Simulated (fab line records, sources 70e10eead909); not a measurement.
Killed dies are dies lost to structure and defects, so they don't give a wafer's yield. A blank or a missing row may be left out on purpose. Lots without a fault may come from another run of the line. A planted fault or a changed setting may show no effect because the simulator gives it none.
fab line records | flow nand_harc
record lots=7 wafers=21 last_day=32
route steps=1302 shown A_WL_FILL@959 END@1302
lots that met no fault: from a run of the same line without faults
start_h: hours from the record's first day to the start of the lot's first wafer shown | wait_h: hours since the lot's step before | " the same as in the row above | L1.1+2: a row that stands for several wafers | - no value, or no start given | * or withheld: withheld | < > ~ a bound
route shown NAME@n: a module of which the file shows steps, and the number in the route of the first | usual: mean/standard deviation of fault-free wafers | same: alike in all rows | chamber/n: place in a boat | sites: the reading at each site | _std_site: their standard deviation | _edge_site: outer sites' mean less inner sites' | radius_mm: how far each site lies from the wafer's centre | mask NAME#n: copy n | behind: the tool/chamber that last shaped the wafer | hold: why the lot was held/for how many hours/how that ended | device: the transistor (n, p or np) that didn't switch | end of line: the same wafers' tests at the end of the route | a step without rows: its recipe alone | killed: dies lost to structure and defects at the first sort, not the wafer's yield | map: a wafer's dies, x killed, . not, _ none there
set.NAME: the setting as run; set.NAME@STEP: as run at that earlier step | model.NAME: the simulator's own value behind a step, which no gauge read
lots at some steps of the route; a table a step, a row a wafer
services: from which hour (start_h, from the record's first day; less than 0 if before it) a tool's chamber was out of use, for how many hours, and why
## steps
# step NHARC_A_WL_FILL_STRIP_27
# recipe power_w=1500 temp_c=250 time_s=20 chemistry=N2/H2
# usual drypump_motor_current_A=5.9/0.33 heater_power_w=340/20
# columns lot.wafer tool chamber start_h wait_h drypump_motor_current_A heater_power_w rf_hours_counter_h
L824.4 plasma_asher-01 1 448.17 0.4 6.4 340 -
L824.3 " 0 " " 5.8 355 -
L824.5 " 1 " " 6.4 347 -
L827.1 plasma_asher-01 0 491.34 0.1 5.7 360 33
L827.5 " 1 " " 6.4 355 -
L827.6 " 0 " " 5.7 358 -
L830.3 plasma_asher-01 0 532.98 0.1 5.7 325 -
L830.4 " 1 " " 6.4 343 -
L830.6 " 1 " " 6.3 356 -
L831.2 plasma_asher-02 1 549.91 0.1 5.5 363 23
L831.3 " 1 " " 5.5 366 -
L831.6 " 0 " " 5.8 310 -
L839.2 plasma_asher-01 0 608.36 0.1 5.7 329 15
L839.1 " 1 " " 6.4 348 15
L839.6 " 0 " " 5.7 327 -
L841.2 plasma_asher-02 1 638.84 0.1 5.5 366 2
L841.3 " 1 " " 5.5 363 -
L841.5 " 1 " " 5.5 355 -
L845.4 plasma_asher-02 1 673.80 0.2 5.5 362 -
L845.6 " 0 " " 5.8 316 -
L845.5 " 1 " " 5.5 366 -
# step NHARC_A_WL_FILL_STRIP_28
# recipe time_s=1200 temp_c=72.5 chemistry=post_etch_residue_remover
# step NHARC_A_WL_FILL_PRECLEAN_06
# recipe time_s=300 chemistry=DIW
# step NHARC_A_WL_FILL_SRD_07
# step NHARC_A_WL_FILL_ANNEAL_08
# recipe temp_c=450 time_s=1800
# step NHARC_A_WL_FILL_ALD_10
# recipe target_thk_a=500 pulse_time_s=10 ald_cycles=500 temp_c=300 material=SiO2
# usual heater_power_w=460/48 precursor_pulse_height_rel=0.998/0.019
# columns lot.wafer tool chamber start_h wait_h heater_power_w precursor_pulse_height_rel
L824.4 ald_hk-04 1 454.67 0.5 467 1.000
L824.3 " 3 456.74 2.6 488 0.973
L824.5 " 2 459.85 5.7 448 1.020
L827.1 ald_hk-01 3 503.93 1.6 433 0.975
L827.6 " 0 " " 478 0.965
L827.5 " 1 " " 398 1.002
L830.4 ald_hk-01 0 539.69 0.1 478 0.992
L830.3 " 2 540.73 1.1 361 1.017
L830.6 " 0 541.77 2.2 487 1.009
L831.3 ald_hk-02 0 556.46 1.1 416 1.018
L831.2 " 1 " " 529 0.986
L831.6 " 3 558.00 2.6 423 1.020
L839.2 ald_hk-02 1 613.78 0.6 529 0.991
L839.1 " 2 " " 533 1.039
L839.6 " 1 615.85 2.6 540 0.990
L841.2 ald_hk-04 1 645.21 1.1 450 1.019
L841.3 " 2 " " 481 1.015
L841.5 " 0 646.75 2.6 488 0.986
L845.4 ald_hk-02 0 681.22 0.7 425 1.012
L845.6 " 3 682.76 2.2 425 0.990
L845.5 " 0 " " 421 1.001
# step NHARC_A_WL_FILL_ETCHBACK_16
# recipe target_depth_a=1200 time_s=24 c4f8_flow_sccm=withheld o2_flow_sccm=8 ar_flow_sccm=withheld rf_w=600 bias_w=800 chemistry=C4F8/O2/Ar
# step NHARC_A_WL_FILL_STRIP_29
# recipe time_s=20 o2_flow_sccm=500 ar_flow_sccm=0 bias_w=0 chemistry=O2
# usual drypump_motor_current_A=5.6/0.45 oes_product_au=0.996/0.0088 rf_vpp_V=57.9/0.94 showerhead_plenum_p_Torr=3.57/0.14 throttle_valve_pct=17.037/0.0087
# same bias_w=0
# columns lot.wafer tool chamber start_h wait_h drypump_motor_current_A oes_product_au rf_hours_counter_h rf_vpp_V showerhead_plenum_p_Torr throttle_valve_pct
L824.4 rie_diel-06 3 462.55 0.1 6.3 1.006 4.7 59.0 3.49 17.033
L824.3 " 0 " " 5.5 0.992 3.8 57.4 3.30 17.041
L824.5 " 0 " " 5.5 0.992 - 56.9 3.30 17.037
L827.1 rie_diel-13 3 507.13 0.1 6.1 1.005 10.3 58.1 3.74 17.039
L827.5 " 3 " " 6.1 1.015 - 58.1 3.74 17.038
L827.6 " 1 " " 5.3 0.996 - 58.2 3.65 17.042
L830.4 rie_diel-06 0 544.46 0.1 5.5 0.989 1.1 58.0 3.30 17.049
L830.3 " 1 " " 4.7 1.011 0.8 57.6 3.54 17.046
L830.6 " 0 " " 5.6 0.983 - 59.2 3.30 17.021
L831.2 rie_diel-13 3 560.16 0.1 6.1 1.009 2.0 58.0 3.74 17.041
L831.3 " 0 " " 5.8 1.006 1.7 57.0 3.30 17.029
L831.6 " 3 " " 6.1 1.010 - 57.6 3.74 17.025
L839.2 rie_diel-06 0 618.03 0.1 5.5 1.005 3.0 57.3 3.30 17.043
L839.1 " 1 " " 4.7 1.008 2.8 58.1 3.54 17.030
L839.6 " 1 " " 4.7 1.001 - 60.1 3.53 17.046
L841.2 rie_diel-13 2 648.91 0.1 5.5 1.000 7.0 58.2 3.72 17.019
L841.3 " 3 " " 6.1 1.003 7.4 58.0 3.74 17.019
L841.5 " 2 " " 5.5 0.997 - 58.2 3.72 17.028
L845.4 rie_diel-02 0 685.52 0.1 5.0 0.986 - 58.8 3.59 17.033
L845.5 " 3 " " 6.3 1.019 - 58.5 3.56 17.040
L845.6 " 0 " " 5.0 0.994 - 56.7 3.60 17.048
# step NHARC_A_WL_FILL_ETCHBACK_17
# recipe target_depth_a=40 time_s=26.7 chemistry=Cl2/BCl3
# usual drypump_motor_current_A=5.75/0.14 oes_product_au=0.998/0.012
# columns lot.wafer tool chamber start_h wait_h drypump_motor_current_A oes_product_au rf_hours_counter_h
L824.3 rie_metal-03 0 462.71 - 5.60 0.989 -
L824.4 " 0 " " 5.61 0.992 -
L824.5 " 0 " " 5.60 0.994 -
L827.1 rie_metal-03 0 507.22 - 5.59 0.994 3.2
L827.6 " 0 " " 5.60 0.994 -
L827.5 " 1 " " 5.65 0.997 -
L830.3 rie_metal-01 0 544.59 - 5.92 0.980 -
L830.4 " 1 " " 5.94 0.995 -
L830.6 " 1 " " 5.93 1.002 -
L831.2 rie_metal-01 1 560.28 - 5.97 0.997 -
L831.3 " 1 " " 5.96 1.012 -
L831.6 " 1 " " 5.96 0.996 -
L839.2 rie_metal-01 1 618.12 - 5.96 0.999 0.7
L839.1 " 0 " " 5.90 0.980 0.7
L839.6 " 0 " " 5.90 0.991 -
L841.2 rie_metal-03 1 649.00 - 5.61 0.999 2.1
L841.3 " 0 " " 5.60 0.988 -
L841.5 " 0 " " 5.60 0.990 -
L845.4 rie_metal-03 1 685.67 0.1 5.63 0.998 -
L845.5 " 0 " " 5.61 0.980 -
L845.6 " 1 " " 5.65 0.991 -
# step NHARC_A_WL_FILL_PRECLEAN_18
# recipe time_s=30 chemistry=dHF
# step NHARC_A_WL_FILL_SRD_21
# step NHARC_A_WL_FILL_CVD_23
# recipe target_thk_a=400 temp_c=620 pressure_mtorr=200 time_s=800 material=poly-Si
# columns lot.wafer tool chamber start_h wait_h
L824.3+4+5 lpcvd_poly-02 0 465.46 2.5
L827.1+5+6 lpcvd_poly-02 0 509.88 2.4
L830.3+4+6 lpcvd_poly-04 0 577.19 32.4
L831.2+3+6 lpcvd_poly-04 0 593.01 32.4
L839.1+2+6 lpcvd_poly-02 0 650.78 32.4
L841.2+3+5 lpcvd_poly-02 0 651.68 2.5
L845.4+5+6 lpcvd_poly-03 0 688.02 2.2
# step NHARC_A_WL_FILL_ETCHBACK_26
# recipe target_depth_a=520 time_s=13.3 hbr_flow_sccm=150 rf_w=350 icp_w=350 bias_w=60 chemistry=HBr
# usual bias_w=59.98/0.16 drypump_motor_current_A=5.8/0.34 hbr_flow_sccm=150.0/0.49 oes_product_au=1.002/0.0099 throttle_valve_pct=23.265/0.0083
# columns lot.wafer tool chamber start_h wait_h bias_w drypump_motor_current_A hbr_flow_sccm oes_product_au rf_hours_counter_h throttle_valve_pct
L824.4 rie_si-05 2 468.06 0.4 60.03 5.4 149.6 0.986 1.1 23.252
L824.3 " 3 " " 60.15 6.2 149.6 1.005 1.3 23.257
L824.5 " 0 " " 59.94 5.9 150.0 0.988 - 23.255
L827.1 rie_si-05 0 512.48 0.4 60.18 5.9 150.5 1.010 0.2 23.270
L827.5 " 3 " " 59.84 6.2 150.1 1.005 - 23.267
L827.6 " 0 " " 60.10 5.9 150.0 1.007 - 23.250
L830.3 rie_si-02 1 579.78 0.4 60.00 5.6 150.4 1.013 0.5 23.270
L830.4 " 3 " " 60.07 5.6 150.5 0.999 0.6 23.268
L830.6 " 0 " " 59.87 5.2 149.6 1.009 - 23.260
L831.3 rie_si-05 2 595.59 0.4 59.87 5.4 150.0 0.990 0.4 23.260
L831.2 " 0 " " 59.81 5.9 149.9 1.019 0.6 23.267
L831.6 " 1 " " 60.08 6.0 149.7 1.007 - 23.250
L839.2 rie_si-03 0 653.38 0.4 60.01 5.9 150.2 0.998 0.4 23.262
L839.1 " 1 " " 60.34 6.2 149.4 1.012 0.3 23.278
L839.6 " 2 " " 59.90 6.2 150.0 1.002 - 23.265
L841.3 rie_si-02 2 654.29 0.4 59.87 5.9 150.4 0.994 0.1 23.269
L841.2 " 3 " " 59.75 5.6 149.7 0.998 0.1 23.263
L841.5 " 1 " " 59.82 5.6 150.0 1.008 - 23.261
L845.4 rie_si-02 2 690.60 0.4 60.21 6.0 149.9 0.979 0.3 23.254
L845.5 " 2 " " 60.16 6.0 149.4 0.984 - 23.266
L845.6 " 3 " " 59.98 5.5 150.5 0.997 - 23.260
# step NHARC_END_SORT_01
# recipe temp_c=25
# usual killed_at_array=53/21 killed_at_other=1.1/1.5 killed_at_periphery=3.9/2.7 killed_dies=58/21 killed_open=3.4/1.9 killed_short=2.3/1.5
# same gross_dies=677
# columns lot.wafer tool chamber start_h wait_h killed_at_array killed_at_other killed_at_periphery killed_dies killed_open killed_short
L824.3 prober-02 0 548.77 3.1 44 1 1 46 1 2
L824.4 prober-02 0 549.58 3.4 52 1 1 54 2 2
L824.5 prober-02 0 550.39 3.7 44 3 4 51 5 3
L827.1 prober-02 0 588.84 2.5 18 0 2 20 4 0
L827.5 prober-02 0 592.02 3.7 21 2 1 24 2 1
L827.6 prober-02 0 592.81 4.0 21 2 3 26 2 1
L830.3 prober-01 0 665.57 3.1 40 0 2 42 1 0
L830.4 prober-01 0 666.37 3.4 51 1 2 54 2 4
L830.6 prober-01 0 667.95 4.0 47 1 1 49 4 3
L841.2 prober-02 0 733.98 2.8 17 1 1 19 3 0
L841.3 prober-02 0 734.77 3.1 39 2 2 43 2 5
L841.5 prober-02 0 736.36 3.7 31 1 4 36 7 4
L839.1 prober-01 0 740.19 2.5 45 0 2 47 4 2
L839.2 prober-01 0 740.99 2.8 46 0 8 54 5 2
L839.6 prober-01 0 744.19 4.0 45 0 1 46 2 3
L845.4 prober-02 0 777.41 3.4 18 1 1 20 6 2
L845.5 prober-02 0 778.21 3.7 26 1 4 31 4 4
L845.6 prober-02 0 779.02 4.0 20 1 5 26 3 4
# killed by level:class
L824.3 A_CHANNEL_HOLE_D1:chamber_film_flake=30 A_CONTACT:chamber_film_flake=6 A_CHANNEL_HOLE_D2:chamber_film_flake=5 P_CONTACT:geometric_particle:open=1 A_ONON_D2:geometric_particle:short=1 A_M0:geometric_particle:short=1 A_BONDPAD:chamber_film_flake=1 THIN_TSV:chamber_film_flake=1
L824.4 A_CHANNEL_HOLE_D1:chamber_film_flake=39 A_CONTACT:chamber_film_flake=5 A_CHANNEL_HOLE_D2:chamber_film_flake=2 A_ONON_D2:geometric_particle:open=1 A_CHANNEL_FILL_D2:geometric_particle:short=1 A_M0:geometric_particle:short=1 A_M0:geometric_particle:open=1 P_ZERO_WELL:chamber_film_flake=1
L824.5 A_CHANNEL_HOLE_D1:chamber_film_flake=21 A_CONTACT:chamber_film_flake=6 A_CHANNEL_HOLE_D2:chamber_film_flake=5 THIN_TSV:chamber_film_flake=3 P_M0:geometric_particle:open=2 A_CHANNEL_FILL_D2:chamber_film_flake=2 P_CONTACT:geometric_particle:open=1 A_CHANNEL_FILL_D1:geometric_particle:short=1
L827.1 A_CHANNEL_HOLE_D2:chamber_film_flake=9 A_CHANNEL_HOLE_D1:chamber_film_flake=4 P_M0:geometric_particle:open=1 A_ONON_D1:geometric_particle:open=1 A_WL_FILL:geometric_particle:open=1 A_BLC:geometric_particle:open=1 P_CONTACT:chamber_film_flake=1 A_SGD_CUT:chamber_film_flake=1
L827.5 A_CHANNEL_HOLE_D2:chamber_film_flake=8 A_CHANNEL_HOLE_D1:chamber_film_flake=3 A_STAIRCASE:chamber_film_flake=2 A_SLIT:chamber_film_flake=2 A_WL_FILL:chamber_film_flake=2 A_CHANNEL_FILL_D1:geometric_particle:open=1 A_CHANNEL_FILL_D2:geometric_particle:short=1 A_CONTACT:geometric_particle:open=1
L827.6 A_CHANNEL_HOLE_D2:chamber_film_flake=9 A_CONTACT:chamber_film_flake=4 P_GATE:chamber_film_flake=2 A_STAIRCASE:chamber_film_flake=2 A_WL_FILL:chamber_film_flake=2 THIN_TSV:chamber_film_flake=2 P_GATE:geometric_particle:short=1 A_CHANNEL_FILL_D2:geometric_particle:open=1
L830.3 A_CHANNEL_HOLE_D2:chamber_film_flake=21 A_CHANNEL_HOLE_D1:chamber_film_flake=7 A_STAIRCASE:chamber_film_flake=6 A_CONTACT:chamber_film_flake=3 A_CHANNEL_FILL_D1:chamber_film_flake=2 P_M0:geometric_particle:open=1 P_BONDPAD:chamber_film_flake=1 A_SLIT:chamber_film_flake=1
L830.4 A_CHANNEL_HOLE_D2:chamber_film_flake=28 A_CONTACT:chamber_film_flake=6 A_CHANNEL_HOLE_D1:chamber_film_flake=3 A_CHANNEL_FILL_D1:chamber_film_flake=3 A_STAIRCASE:chamber_film_flake=3 A_SGD_CUT:geometric_particle:open=2 A_M1:chamber_film_flake=2 P_M0:geometric_particle:short=1
L830.6 A_CHANNEL_HOLE_D2:chamber_film_flake=28 A_CHANNEL_HOLE_D1:chamber_film_flake=3 A_STAIRCASE:chamber_film_flake=3 A_ONON_D1:geometric_particle:short=2 A_CHANNEL_FILL_D1:chamber_film_flake=2 A_CONTACT:chamber_film_flake=2 P_CONTACT:geometric_particle:short=1 A_CHANNEL_HOLE_D1:geometric_particle:open=1
L841.2 A_CHANNEL_HOLE_D1:chamber_film_flake=6 A_STAIRCASE:chamber_film_flake=2 A_SLIT:chamber_film_flake=2 P_M1:geometric_particle:open=1 A_ONON_D1:geometric_particle:open=1 A_M0:geometric_particle:open=1 A_CHANNEL_FILL_D1:chamber_film_flake=1 A_DECK1_JOINT:chamber_film_flake=1
L841.3 A_CHANNEL_HOLE_D1:chamber_film_flake=17 A_CONTACT:chamber_film_flake=5 A_SLIT:chamber_film_flake=3 A_ONON_D2:geometric_particle:short=2 A_CHANNEL_FILL_D2:geometric_particle:open=2 A_CHANNEL_FILL_D2:chamber_film_flake=2 A_WL_FILL:chamber_film_flake=2 THIN_TSV:chamber_film_flake=2
L841.5 A_CHANNEL_HOLE_D1:chamber_film_flake=8 A_CONTACT:chamber_film_flake=5 A_SLIT:chamber_film_flake=4 P_STI:geometric_particle:short=2 A_M0:geometric_particle:open=2 A_CHANNEL_FILL_D2:chamber_film_flake=2 P_M2:geometric_particle:open=1 A_SOURCE_PLATE:geometric_particle:open=1
L839.1 A_CHANNEL_HOLE_D1:chamber_film_flake=28 A_BONDPAD:chamber_film_flake=5 A_SLIT:chamber_film_flake=3 P_GATE:chamber_film_flake=2 A_WL_FILL:chamber_film_flake=2 A_ONON_D1:geometric_particle:open=1 A_CHANNEL_HOLE_D2:geometric_particle:open=1 A_CHANNEL_HOLE_D2:geometric_particle:short=1
L839.2 A_CHANNEL_HOLE_D1:chamber_film_flake=31 A_STAIRCASE:chamber_film_flake=4 A_SLIT:chamber_film_flake=4 P_GATE:chamber_film_flake=3 P_GATE:geometric_particle:open=2 P_M0:chamber_film_flake=2 P_M1:geometric_particle:open=1 A_CHANNEL_FILL_D1:geometric_particle:open=1
L839.6 A_CHANNEL_HOLE_D1:chamber_film_flake=30 A_BONDPAD:chamber_film_flake=3 A_STAIRCASE:chamber_film_flake=3 A_SLIT:chamber_film_flake=2 A_ONON_D1:geometric_particle:short=1 A_ONON_D1:geometric_particle:open=1 A_CHANNEL_HOLE_D2:geometric_particle:open=1 A_WL_FILL:geometric_particle:short=1
L845.4 A_SLIT:chamber_film_flake=6 A_CONTACT:chamber_film_flake=2 P_M0:geometric_particle:open=1 A_SOURCE_PLATE:geometric_particle:open=1 A_DECK1_JOINT:geometric_particle:open=1 A_CHANNEL_FILL_D2:geometric_particle:open=1 A_WL_FILL:geometric_particle:open=1 A_BLC:geometric_particle:open=1
L845.5 A_SLIT:chamber_film_flake=10 A_CHANNEL_HOLE_D1:unspecified=3 P_STI:chamber_film_flake=2 A_CHANNEL_FILL_D2:chamber_film_flake=2 A_STAIRCASE:chamber_film_flake=2 A_CONTACT:chamber_film_flake=2 P_CONTACT:geometric_particle:open=1 P_M1:geometric_particle:open=1
L845.6 A_CONTACT:chamber_film_flake=6 A_SLIT:chamber_film_flake=4 P_M1:geometric_particle:short=2 A_CHANNEL_HOLE_D1:unspecified=2 P_CONTACT:geometric_particle:open=1 P_M0:geometric_particle:short=1 A_DECK1_JOINT:geometric_particle:short=1 A_CONTACT:geometric_particle:open=1
## services
# columns tool chamber start_h hours kind
rie_diel-06 1 429.79 7.0 repair
rie_si-02 0 441.70 2.1 repair
plasma_asher-02 - 444.22 9.0 pm
rie_metal-03 1 449.19 22.3 repair
rie_si-02 - 454.00 9.0 pm
rie_metal-03 - 457.75 0.2 repair
rie_metal-03 0 458.27 1.6 repair
plasma_asher-01 - 465.39 4.0 repair
rie_diel-06 0 475.36 7.9 repair
rie_si-02 3 479.53 5.3 repair
rie_si-05 - 482.00 9.0 pm
rie_diel-13 3 482.03 2.2 repair
rie_diel-06 - 484.20 9.0 pm
rie_diel-13 2 492.94 17.1 repair
rie_diel-06 1 503.32 3.4 repair
rie_metal-03 1 515.24 8.7 repair
rie_metal-03 - 519.00 9.0 pm
plasma_asher-01 - 519.25 9.0 pm
rie_diel-13 - 519.26 9.0 pm
plasma_asher-02 - 527.39 2.7 repair
rie_diel-06 1 533.15 6.4 repair
rie_si-02 1 537.85 10.8 repair
rie_metal-01 0 559.24 16.4 repair
plasma_asher-01 - 585.62 1.5 repair
## key
first_sign step=NHARC_A_WL_FILL_CVD_23 reading=wait_h direction=changed
effect none on later readings
met_at NHARC_A_WL_FILL_CVD_23
struck_wafers L830.3,L830.4,L830.6,L831.2,L831.3,L831.6,L839.1,L839.2,L839.6
rows_end L831.2,L831.3,L831.6
tester_left_out L830,L839
fault kind=queue_time_violation tool=lpcvd_poly-02,lpcvd_poly-03,lpcvd_poly-04 chamber=0 onset_h=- steps=NHARC_A_WL_FILL_CVD_23 delay_hr=30 scope=struck_lots_only
# tester_left_out: of these lots the tester's yield and bins aren't shown, on N5 and GAA mostly nor the transistor test; their killed dies are dies lost to structure and defects alone, not to doping, threshold or leakage, so they don't give the yield
# rows_end: these wafers met a further fault down the route, and their rows from its step on are left out
